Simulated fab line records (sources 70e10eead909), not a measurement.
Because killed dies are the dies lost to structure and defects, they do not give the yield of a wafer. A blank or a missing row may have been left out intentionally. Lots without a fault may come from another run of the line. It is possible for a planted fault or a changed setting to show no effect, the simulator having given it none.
A struck lot beside a sound one || flow nand harc || 15 steps out of a route of 1302
Sound: the wafers L771.1, L771.2, L771.4. Struck: wafer L773.5 (left out: L773.3, L773.6 of the same lot, which were not struck); the cause appears at the end.
For every step that has rows: the tool of each side, followed by ch and its chambers, followed by its first start. Under that, the readings that differ: sound wafers || struck wafers || difference of the means || sigmas: that difference in standard deviations of wafers without a fault.
alike: readings with means less than 2 such deviations apart, plus words and numbers identical on both sides. not compared: withheld readings, readings lacking a value on some wafer, bounds such as >300 that could conceal the same value, and numbers that have no deviation in the record and whose values overlap.
Wherever a step has rows on one side only, a row that says differs or no value, or a row with sigmas, the two part there. Numbers that have no deviation but don't overlap get no sigmas and don't part them. A reading missing from all wafers of one side parts the sides only when that side holds two or more wafers.

NHARC_A_CHANNEL_HOLE_D2_XSEM_32:
  sound on xsem-01 ch 0, day 15 23:36; struck on xsem-02 ch 0, day 17 02:57
  alike: bot cd nm, bow nm, tilt deg
NHARC_A_CHANNEL_HOLE_D2_INSPECT_40:
  sound on defect inspect-02 at day 15 23:42; struck on defect inspect-02 at day 17 03:02
{"reading": "raw defect count", "sound": "460 328 356", "struck": 206, "difference": -175, "sigmas": -2}
then, 2 steps without rows for these wafers: NHARC_A_CHANNEL_FILL_D2_PRECLEAN_00 (cleans in SC1); NHARC_A_CHANNEL_FILL_D2_SRD_01.
NHARC_A_CHANNEL_FILL_D2_ALD_02: deposits SiO2, target thk 6 nm, pulse time 10 s, ald cycles 60.
  sound on ald hk-03 ch 0,2,3, day 15 23:53; struck on ald hk-04 ch 3, day 17 03:19
  alike: heater power w, precursor pulse height rel
NHARC_A_CHANNEL_FILL_D2_ALD_03: deposits SiNx, target thk 6 nm, pulse time 60 s, ald cycles 58.
  sound: ald sin batch-02 ch 0; struck: ald sin batch-03 ch 0
  alike: precursor pulse height rel
then, 1 step without rows for these wafers: NHARC_A_CHANNEL_FILL_D2_ALD_14 (deposits SiO2, target thk 2.5 nm, pulse time 10 s, ald cycles 25).
NHARC_A_CHANNEL_FILL_D2_ALD_15: deposits SiNx, target thk 2 nm, pulse time 60 s, ald cycles 19.
  sound: ald sin batch-01 ch 0; struck: ald sin batch-02 ch 0
  alike: precursor pulse height rel
NHARC_A_CHANNEL_FILL_D2_ALD_16: deposits SiO2, target thk 1.5 nm, pulse time 10 s, ald cycles 15.
  sound on ald hk-01 ch 0,1,3, day 16 12:32; struck on ald hk-04 ch 3, day 17 15:26
  alike: heater power w, precursor pulse height rel
then, 3 steps without rows for these wafers: NHARC_A_CHANNEL_FILL_D2_ANNEAL_17 (time 1800 s); NHARC_A_CHANNEL_FILL_D2_CVD_18 (deposits poly-Si, target thk 3 nm); NHARC_A_CHANNEL_FILL_D2_ETCHBACK_19 (etches the open film in HBr/Cl2, target depth 5 nm, time 1.7 s).
NHARC_A_CHANNEL_FILL_D2_ETCHBACK_20: etches the open film in C4F8/O2/Ar, target depth 27 nm, time 13.5 s.
  sound on rie diel-10 ch 0,1,2, day 17 00:19; struck on rie diel-10 ch 3, day 18 05:55
{"reading": "run length s (s)", "sound": "34.9 34.7 34.3", "struck": 26.2, "difference": -8.4, "sigmas": -22}
  alike: oes product au, rf vpp V
  not compared: rf hours counter h
then, 1 step without rows for these wafers: NHARC_A_CHANNEL_FILL_D2_STRIP_28 (strips in O2, time 20 s).
-- record jumps: 10 days between struck wafers' starts before vs after; left off in module A_CHANNEL_FILL_D2, resumes in module END, first step shown is number 1302 of the route --
NHARC_END_SORT_01:
  here the record holds rows for the struck wafers (prober-01 ch 0, day 27 21:52) but none for the sound ones

== WHERE THEY PART ==
First at NHARC_A_CHANNEL_HOLE_D2_INSPECT_40; last, within this record, at NHARC_END_SORT_01.

WHY: whatever the simulator had introduced
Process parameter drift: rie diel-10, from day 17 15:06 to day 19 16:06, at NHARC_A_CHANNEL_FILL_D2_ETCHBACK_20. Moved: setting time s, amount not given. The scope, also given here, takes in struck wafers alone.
